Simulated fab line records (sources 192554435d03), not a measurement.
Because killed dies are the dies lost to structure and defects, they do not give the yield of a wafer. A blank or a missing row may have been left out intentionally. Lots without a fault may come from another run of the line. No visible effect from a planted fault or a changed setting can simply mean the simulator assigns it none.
Split-lot study / flow n5_finfet / 21 wafers read across 7 lots, on a route 1938 steps long

== ABOUT THE SPLIT ==
At N5_BEOL_M15_ILD_DEP_00 (deposits SiO2 from TEOS/O2, target thk 1629.3 nm, time 346.1 s), the setting time_s was moved away from the recipe's 346.1 s on 8 of the 21 wafers read, by -14.6% to +11.3%. All remaining wafers had this setting at the recipe value.

No step appears in the file between the split and the reading.

== THE READING ==
At N5_BEOL_M15_THK_MEAS_01: M15_ILD_THK, given in nm. A value of 1626 nm with a standard deviation of 24 nm is what fault-free wafers of this fab line usually give.

wafer=L078.3; tool, chamber at the split=pecvd-02, 2; time_s as run, s=346.1; against the recipe=recipe; M15_ILD_THK, nm=1592; against lot-mates on the recipe=-
wafer=L078.4; tool, chamber at the split=pecvd-02, 2; time_s as run, s=346.1; against the recipe=recipe; M15_ILD_THK, nm=1637; against lot-mates on the recipe=-
wafer=L078.5; tool, chamber at the split=pecvd-02, 0; time_s as run, s=346.1; against the recipe=recipe; M15_ILD_THK, nm=1636; against lot-mates on the recipe=-
wafer=L077.1; tool, chamber at the split=pecvd-03, 2; time_s as run, s=346.1; against the recipe=recipe; M15_ILD_THK, nm=1614; against lot-mates on the recipe=-
wafer=L077.5; tool, chamber at the split=pecvd-03, 0; time_s as run, s=385.2; against the recipe=+11.3%; M15_ILD_THK, nm=1833; against lot-mates on the recipe=+200
wafer=L077.6; tool, chamber at the split=pecvd-03, 2; time_s as run, s=346.1; against the recipe=recipe; M15_ILD_THK, nm=1651; against lot-mates on the recipe=-
wafer=L076.2; tool, chamber at the split=pecvd-01, 0; time_s as run, s=346.1; against the recipe=recipe; M15_ILD_THK, nm=1651; against lot-mates on the recipe=-
wafer=L076.5; tool, chamber at the split=pecvd-01, 2; time_s as run, s=295.4; against the recipe=-14.6%; M15_ILD_THK, nm=1424; against lot-mates on the recipe=-227
wafer=L076.6; tool, chamber at the split=pecvd-01, 1; time_s as run, s=295.4; against the recipe=-14.6%; M15_ILD_THK, nm=1410; against lot-mates on the recipe=-241
wafer=L086.3; tool, chamber at the split=pecvd-02, 2; time_s as run, s=311.2; against the recipe=-10.1%; M15_ILD_THK, nm=1442; against lot-mates on the recipe=-184
wafer=L086.4; tool, chamber at the split=pecvd-02, 0; time_s as run, s=346.1; against the recipe=recipe; M15_ILD_THK, nm=1626; against lot-mates on the recipe=-
wafer=L086.6; tool, chamber at the split=pecvd-02, 1; time_s as run, s=311.2; against the recipe=-10.1%; M15_ILD_THK, nm=1421; against lot-mates on the recipe=-205
wafer=L087.3; tool, chamber at the split=pecvd-01, 0; time_s as run, s=346.1; against the recipe=recipe; M15_ILD_THK, nm=1614; against lot-mates on the recipe=-
wafer=L087.5; tool, chamber at the split=pecvd-01, 0; time_s as run, s=346.1; against the recipe=recipe; M15_ILD_THK, nm=1624; against lot-mates on the recipe=-
wafer=L087.6; tool, chamber at the split=pecvd-01, 1; time_s as run, s=346.1; against the recipe=recipe; M15_ILD_THK, nm=1635; against lot-mates on the recipe=-
wafer=L089.2; tool, chamber at the split=pecvd-02, 2; time_s as run, s=346.1; against the recipe=recipe; M15_ILD_THK, nm=1606; against lot-mates on the recipe=-
wafer=L089.4; tool, chamber at the split=pecvd-02, 0; time_s as run, s=307.7; against the recipe=-11.1%; M15_ILD_THK, nm=1458; against lot-mates on the recipe=-144
wafer=L089.6; tool, chamber at the split=pecvd-02, 1; time_s as run, s=346.1; against the recipe=recipe; M15_ILD_THK, nm=1598; against lot-mates on the recipe=-
wafer=L096.2; tool, chamber at the split=pecvd-01, 0; time_s as run, s=304.4; against the recipe=-12.0%; M15_ILD_THK, nm=1416; against lot-mates on the recipe=-218
wafer=L096.5; tool, chamber at the split=pecvd-01, 1; time_s as run, s=304.4; against the recipe=-12.0%; M15_ILD_THK, nm=1441; against lot-mates on the recipe=-193
wafer=L096.6; tool, chamber at the split=pecvd-01, 2; time_s as run, s=346.1; against the recipe=recipe; M15_ILD_THK, nm=1634; against lot-mates on the recipe=-

THE FIT
A straight line over all 21 wafers: M15_ILD_THK changes by +16.2 nm for each +1% of time_s; r = +0.98; the points scatter about the line by 22 nm.
The same after taking each lot's own level away (the mean of its wafers on the recipe; 21 wafers): +16.7 nm for each +1%; r = +0.99; scatter 18 nm.
On that fit, the largest move of time_s shifts the reading by 2.5e+02 nm.
From 1602.0 to 1651.0 nm: that is the span of the lots' own levels, equal to 2.0 times the standard deviation above.
The two slopes are in agreement: the lot-to-lot level therefore moves the slope only a little.
Check: for one of the wafers moved furthest among these (-14.6%), held out of the fit, the line's prediction against its lot-mates is -248 nm. It came out at -227 nm against them.

== THE OTHER SPLITS THESE WAFERS WENT THROUGH ==
Other splits were also applied to these wafers ahead of the reading. Each is held against what the fit with the lots' levels taken away leaves over:
other split on the same wafers=N5_BEOL_M10_TRENCH_ETCH_37 source_w; wafers away from the commonest value=7; r with M15_ILD_THK (lot level and that fit taken away)=+0.10
other split on the same wafers=N5_BEOL_M12_ETCH_68 time_s; wafers away from the commonest value=8; r with M15_ILD_THK (lot level and that fit taken away)=-0.14
other split on the same wafers=N5_BEOL_M12_SPUTTER_44 time_s; wafers away from the commonest value=9; r with M15_ILD_THK (lot level and that fit taken away)=+0.15
other split on the same wafers=N5_BEOL_M13_ILD_DEP_00 time_s; wafers away from the commonest value=9; r with M15_ILD_THK (lot level and that fit taken away)=+0.48

== THE WHOLE CHAIN: every reading that the file lists as answering this split, in the file's order ==
step=N5_BEOL_M15_ILD_DEP_00; what it does=deposits SiO2 from TEOS/O2, target thk 1629.3 nm, time 346.1 s; reading=SiO2_of_BEOL_M15_ILD_DEP_00.thk_nm (the simulator's own value, which no gauge read); change (the file's fit)=+16.4 nm for each +1% of the setting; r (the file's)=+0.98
step=N5_BEOL_M15_THK_MEAS_01; what it does=; reading=M15_ILD_THK; change (the file's fit)=+16.5 for each +1% of the setting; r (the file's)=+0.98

== THE FILE'S OWN FIT ==
M15_ILD_THK changes by +16.5 nm for each +1% of time_s, r = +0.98.
